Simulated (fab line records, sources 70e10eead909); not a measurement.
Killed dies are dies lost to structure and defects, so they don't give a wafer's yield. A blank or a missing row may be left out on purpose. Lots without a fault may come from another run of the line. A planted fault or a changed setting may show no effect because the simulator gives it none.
Chamber matching | flow nand_harc | NHARC_P_BONDPAD_ACTIVATE_29 on rie_diel-06: 4 sister chambers
The step chemistry N2, time 60 s. 8 wafers are shown with their chamber, then 12 later ones without.

WAFERS WITH THEIR CHAMBER
wafer  | chamber | drypump_motor_current_A (A) | oes_product_au (a.u.)
L086.5 | 1       | 6.0                         | 1.005
L089.1 | 2       | 5.8                         | 1.024
L089.3 | 3       | 5.9                         | 1.011
L088.1 | 2       | 5.8                         | 1.027
L088.2 | 3       | 5.9                         | 0.992
L090.4 | 0       | 4.8                         | 0.992
L090.5 | 1       | 5.9                         | 1.003
L090.6 | 0       | 4.8                         | 0.997

WAFERS WITHOUT THEIR CHAMBER
wafer  | drypump_motor_current_A (A) | oes_product_au (a.u.)
L091.2 | 5.9                         | 1.003
L091.4 | 5.9                         | 1.007
L091.5 | 5.9                         | 1.013
L096.1 | 4.8                         | 1.005
L096.4 | 5.9                         | 1.007
L096.6 | 5.8                         | 0.999
L095.3 | 4.8                         | 1.006
L095.4 | 5.9                         | 0.996
L095.6 | 5.8                         | 1.006
L097.1 | 5.8                         | 1.000
L097.4 | 5.9                         | 0.999
L097.5 | 6.0                         | 1.009

WHICH CHAMBER EACH WENT THROUGH
wafer  | from the rows above          | in truth
L091.2 | can't be placed: 3 or 1      | 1
L091.4 | can't be placed: 3 or 1      | 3
L091.5 | can't be placed: 3 or 1 or 2 | 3
L096.1 | 0                            | 0
L096.4 | can't be placed: 3 or 1      | 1
L096.6 | can't be placed: 3 or 2 or 1 | 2
L095.3 | 0                            | 0
L095.4 | can't be placed: 3 or 1      | 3
L095.6 | can't be placed: 2 or 3 or 1 | 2
L097.1 | can't be placed: 3 or 2 or 1 | 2
L097.4 | can't be placed: 3 or 1      | 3
L097.5 | can't be placed: 1 or 3      | 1
Placed correctly: 2 of 12. Can't be placed from these rows: 10 (the true chamber is among the candidates in 10). Placed wrongly: 0.
How it was worked out, from the rows above alone: a wafer's distance from a chamber is the root of the sum, over the readings, of the square of ((its reading less the chamber's mean) divided by the reading's scatter). The wafer belongs to the nearest chamber; if the next one is less than 2 further off, it can't be placed. A chamber's mean is the mean of its shown wafers. The scatter: the root of (the sum of the squares of (reading less its chamber's mean) over the shown wafers, divided by (wafers less chambers)).
